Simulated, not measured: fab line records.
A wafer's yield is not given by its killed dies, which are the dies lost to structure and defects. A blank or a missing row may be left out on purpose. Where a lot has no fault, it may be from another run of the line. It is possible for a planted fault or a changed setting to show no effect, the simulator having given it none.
The same fault as seen by 3 desks    flow n5 finfet    every desk sees just its own numbers, and what lay behind them comes last

== AT THE METROLOGY DESK ==
Means of the sampled wafers that have a number, per lot and without regard to the tool the lot ran on: this is what the gauges read. If a lot's mean is further than 4 standard deviations from the usual mean, the lot is out of limits and carries the mark OUT (the distance appears in the brackets). 7 of its 12 readings are shown, namely those furthest out on some lot.
Columns: A = cd nm at N5_BEOL_M1_CD_MEAS_28, usual 24.03 nm; B = V0_OVL at N5_BEOL_M1_OVL_MEAS_29, usual -0.7 nm; C = DIBL_P at N5_BEOL_M4_RC_MEAS_101, usual 36.2 mV/V; D = IOFF_P at N5_BEOL_M4_RC_MEAS_101, usual 0.22 nA/um; E = ION_N at N5_BEOL_M4_RC_MEAS_101, usual 676 uA/um; F = SS_N at N5_BEOL_M4_RC_MEAS_101, usual 71.4 mV/dec; G = VT_P at N5_BEOL_M4_RC_MEAS_101, usual -250 mV
lot   first seen here  A      B     C     D     E    F     G
L387  day 6 06:43      24.13  -0.2  37.9  0.22  678  71.5  -251
L391  day 7 09:19      24.37  0.2   34.8  0.17  669  71.7  -256
L394  day 8 03:04      23.87  0.4   37.8  0.23  681  72.0  -249
L395  day 8 11:11      24.23  -0.8  38.2  0.27  689  72.1  -243
L396  day 8 20:08      24.17  -1.5  38.5  0.24  688  72.1  -249
L398  day 9 11:03      24.08  -0.7  36.6  0.23  682  71.7  -247
L400  day 9 22:34      23.95  -0.5  34.8  0.22  674  71.0  -248
Finding of this desk: none of the 7 lots has anything out of limits.

== AT THE TOOL OWNER'S DESK: ald sin-02 ==
The tool's own readings at N5_BEOL_M1_ALD_98 (deposits SiO2, target thk 2.5 nm, pulse time 1 s, co reactant pulse time 1 s): means of the sampled wafers that have a number, for each lot that ran on this tool. If a lot's mean is further than 4 standard deviations from the usual mean, the lot is out of limits and carries the mark OUT (the distance appears in the brackets).
Columns: A = heater power w at N5_BEOL_M1_ALD_98, usual 73 W; B = precursor pulse height rel at N5_BEOL_M1_ALD_98, usual 0.998
lot   first seen here  A   B
L391  day 7 10:42      66  0.985
L394  day 8 04:00      68  1.008
L395  day 8 14:04      68  1.006
L396  day 8 20:59      74  0.990
Finding of this desk: none of the 4 lots has anything out of limits.

== THE DEFECT DESK ==
Lot by lot, what the route's inspections counted, given as the mean of those sampled wafers with a number. If a lot's mean is further than 4 standard deviations from the usual mean, the lot is out of limits and carries the mark OUT (the distance appears in the brackets).
Columns: A = raw defect count at N5_BEOL_M1_INSPECT_30, usual 401
lot   first seen here  A
L387  day 6 06:49      427
L391  day 7 09:23      377
L394  day 8 03:09      307
L395  day 8 11:16      338
L396  day 8 20:14      281
L398  day 9 11:09      540
L400  day 9 22:40      478
Finding of this desk: none of the 7 lots has anything out of limits.

== TAKEN TOGETHER ==
Metrology desk: nothing out of limits seen.
The desk of the tool owner found nothing out of limits.
Nothing the defect desk looked at was out of limits.

== WHAT WAS PUT IN BY THE SIMULATOR ==
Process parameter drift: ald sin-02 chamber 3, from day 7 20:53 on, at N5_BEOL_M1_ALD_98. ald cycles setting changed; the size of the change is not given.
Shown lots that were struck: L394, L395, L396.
